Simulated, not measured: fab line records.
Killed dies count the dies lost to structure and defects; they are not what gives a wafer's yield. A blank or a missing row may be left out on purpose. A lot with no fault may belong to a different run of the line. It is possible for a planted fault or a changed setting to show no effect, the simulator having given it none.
Which tool is to blame? + flow n5 finfet + 14 lots with 41 wafers sampled at 3 steps, on a route of 1938 steps

## WHAT THE GAUGES READ, wafer by wafer
N5_BEOL_M12_THK_MEAS_50: measures by xrf.
| lot  | measured     | on            | M12_THK (nm) |
|------|--------------|---------------|--------------|
| L563 | day 12 15:40 | film metro-01 | 312 312      |
| L567 | day 13 12:11 | film metro-01 | 311 315 312  |
| L569 | day 14 03:19 | film metro-01 | 314 318 305  |
| L572 | day 14 17:20 | film metro-02 | 310 315 300  |
| L574 | day 15 04:45 | film metro-01 | 318 312 323  |
| L571 | day 15 05:49 | film metro-02 | 315 316 308  |
| L579 | day 16 08:07 | film metro-02 | 311 311 312  |
| L580 | day 16 17:07 | film metro-01 | 318 311 317  |
| L582 | day 16 23:38 | film metro-02 | 313 310 310  |
| L581 | day 17 02:25 | film metro-01 | 310 310 315  |
| L586 | day 17 07:10 | film metro-01 | 309 307 308  |
| L583 | day 17 18:28 | film metro-01 | 312 313 313  |
| L584 | day 18 05:44 | film metro-01 | 313 313 316  |
| L585 | day 18 06:29 | film metro-02 | 315 310 305  |

N5_BEOL_M13_OVL_MEAS_11.
| lot  | measured     | on         | V12_OVL (nm) |
|------|--------------|------------|--------------|
| L563 | day 12 16:21 | overlay-01 | -1 -2        |
| L567 | day 13 13:03 | overlay-02 | -7 -11 -11   |
| L569 | day 14 03:59 | overlay-01 | - - -        |
| L572 | day 14 18:08 | overlay-01 | - - -        |
| L574 | day 15 05:33 | overlay-01 | -5 -1 -9     |
| L571 | day 15 06:30 | overlay-01 | -10 -5 -7    |
| L579 | day 16 08:55 | overlay-02 | 2 -3 5       |
| L580 | day 16 17:51 | overlay-01 | 0 -1 1       |
| L582 | day 17 00:28 | overlay-02 | 3 6 3        |
| L581 | day 17 03:13 | overlay-01 | -10 -7 -4    |
| L586 | day 17 07:51 | overlay-02 | -9 -3 -5     |
| L583 | day 17 19:16 | overlay-01 | -6 -3 -4     |
| L584 | day 18 06:25 | overlay-01 | -1 -5 -15    |
| L585 | day 18 07:10 | overlay-02 | -4 -9 -1     |

## TOOL THAT RAN EACH LOT (tool first, then ch and the chambers of the sampled wafers, then the start)
| lot  | N5_BEOL_M13_PEB_08                |
|------|-----------------------------------|
| L563 | litho track-03 ch 0, day 12 16:12 |
| L567 | litho track-05 ch 0, day 13 12:54 |
| L569 | litho track-03, day 14 03:51      |
| L572 | litho track-03, day 14 17:59      |
| L574 | litho track-03 ch 0, day 15 05:24 |
| L571 | litho track-03 ch 0, day 15 06:21 |
| L579 | litho track-01 ch 0, day 16 08:46 |
| L580 | litho track-05 ch 0, day 16 17:43 |
| L582 | litho track-05 ch 0, day 17 00:19 |
| L581 | litho track-01 ch 0, day 17 03:04 |
| L586 | litho track-01 ch 0, day 17 07:42 |
| L583 | litho track-03 ch 0, day 17 19:07 |
| L584 | litho track-05 ch 0, day 18 06:16 |
| L585 | litho track-05 ch 0, day 18 07:01 |
- N5_BEOL_M13_PEB_08: peb time 90 s.

## WHAT THE TOOLS THEMSELVES READ (means of the sampled wafers that have a number; where no wafer has one, the mark that the record gives instead)
N5_BEOL_M13_PEB_08.
| lot  | tool           | chill plate temp C (C) | exhaust pa (Pa) |
|------|----------------|------------------------|-----------------|
| L563 | litho track-03 | 23.11                  | 45.0            |
| L567 | litho track-05 | 22.87                  | 45.5            |
| L569 | litho track-03 | -                      | -               |
| L572 | litho track-03 | -                      | -               |
| L574 | litho track-03 | 23.15                  | 43.8            |
| L571 | litho track-03 | 23.13                  | 44.1            |
| L579 | litho track-01 | 23.00                  | 43.9            |
| L580 | litho track-05 | 23.05                  | 43.5            |
| L582 | litho track-05 | 23.02                  | 44.9            |
| L581 | litho track-01 | 22.96                  | 44.3            |
| L586 | litho track-01 | 22.93                  | 46.0            |
| L583 | litho track-03 | 22.98                  | 45.4            |
| L584 | litho track-05 | 22.91                  | 45.2            |
| L585 | litho track-05 | 23.13                  | 44.7            |

## THE ANSWER, worked out from the rows above alone
Rule: the usual values come from the lots themselves. The widest of any qualifying gaps counts: lots, ordered by their means at a reading, are off when they make up no more than a third of the lots, leave a main group of 4 or more, and stand apart from it by 3 or more times the standard deviation of that group's means. Not used: any main group whose means are identical at the precision the tables above print for the reading. Also off: a lot with no number at a reading for which 4 or more lots have one. All remaining lots with rows at the step are treated as sound. The gauges are gone through in route order, then the tools' own readings, and for those a lot's mean is taken as printed above. At the first step where some lot is off, the reading lying furthest off is the one used; lots without a number count as furthest.
Off: L569, L572, seen at N5_BEOL_M13_OVL_MEAS_11 (V12_OVL). Without a number there: L569, L572. The main group: mean -4 nm, standard deviation 3.9.
If a tool, at a process step before that reading, ran all the lots that are off and no sound lot after the first of them, it fits. The gauges at N5_BEOL_M13_OVL_MEAS_11 aren't tried: what is off there is off at N5_BEOL_M13_PEB_08 too, on other tools, and a gauge's error can't cause that. None of those tried fits.

## WHAT THE SIMULATOR HAD INSERTED
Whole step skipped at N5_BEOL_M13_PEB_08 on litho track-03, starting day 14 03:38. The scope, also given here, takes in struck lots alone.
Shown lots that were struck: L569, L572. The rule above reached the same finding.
